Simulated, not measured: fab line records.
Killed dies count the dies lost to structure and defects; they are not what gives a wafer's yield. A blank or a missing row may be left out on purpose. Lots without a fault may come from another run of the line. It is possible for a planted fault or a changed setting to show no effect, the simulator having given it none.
Matching of chambers ; flow nand-harc ; 4 sister chambers for NHARC_A_M1_CMP_23 on cmp-03
The step polishes, t overpolish 20 s, target thk 154.34 nm. 18 wafers are shown with their chamber, then 9 later ones without.

== WAFERS, EACH WITH ITS CHAMBER ==
wafer;chamber;motor-current-A (A);time-to-endpoint-s (s)
L310.1;1;11.7;31.1
L310.2;3;10.6;27.7
L310.3;0;11.4;28.9
L312.2;1;12.4;29.0
L312.3;3;9.6;24.7
L312.5;1;12.6;21.5
L317.1;0;11.4;30.8
L317.2;1;12.2;29.1
L317.6;2;10.9;28.5
L316.1;0;11.8;32.5
L316.2;1;11.9;32.0
L316.5;1;11.8;30.8
L327.1;3;10.4;29.6
L327.4;1;12.2;30.1
L327.5;2;10.8;28.1
L326.2;1;12.3;29.2
L326.4;0;11.7;32.2
L326.5;1;12.0;31.0

SIGNATURES (averages over the wafers above)
reading;chamber 0;chamber 1;chamber 2;chamber 3;scatter within a chamber
motor-current-A;11.575;12.122;10.850;10.200;0.315
time-to-endpoint-s;31.100;29.311;28.300;27.333;2.64
Rule: distance of a wafer from a chamber = root of the sum over the readings of ((wafer's reading minus chamber's mean) / reading's scatter) squared. The wafer belongs to the nearest chamber; if the next one is less than 2 further off, it can't be placed. How the scatter is found: for the shown wafers, subtract from each reading the mean of its chamber, square and add these, divide the total by (wafers less chambers), then take the root.

== WAFERS MISSING THEIR CHAMBER ==
wafer;motor-current-A (A);time-to-endpoint-s (s)
L330.2;10.4;30.3
L330.3;11.0;31.1
L330.6;12.1;31.9
L329.1;10.1;30.3
L329.2;11.9;30.1
L329.4;10.3;28.9
L331.1;10.2;27.5
L331.5;12.4;27.7
L331.6;11.5;29.0

== WHICH CHAMBER EACH WENT THROUGH ==
wafer;from the rows above;in truth
L330.2;can't be placed: 3 or 2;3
L330.3;can't be placed: 2 or 0 or 3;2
L330.6;can't be placed: 1 or 0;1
L329.1;can't be placed: 3 or 2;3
L329.2;can't be placed: 1 or 0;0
L329.4;can't be placed: 3 or 2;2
L331.1;3;3
L331.5;can't be placed: 1 or 0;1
L331.6;can't be placed: 0 or 1 or 2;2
Placed correctly: 1 of 9. Cannot be placed on the basis of these rows: 8; the candidates contain the true chamber in 8. 0 placed wrongly.
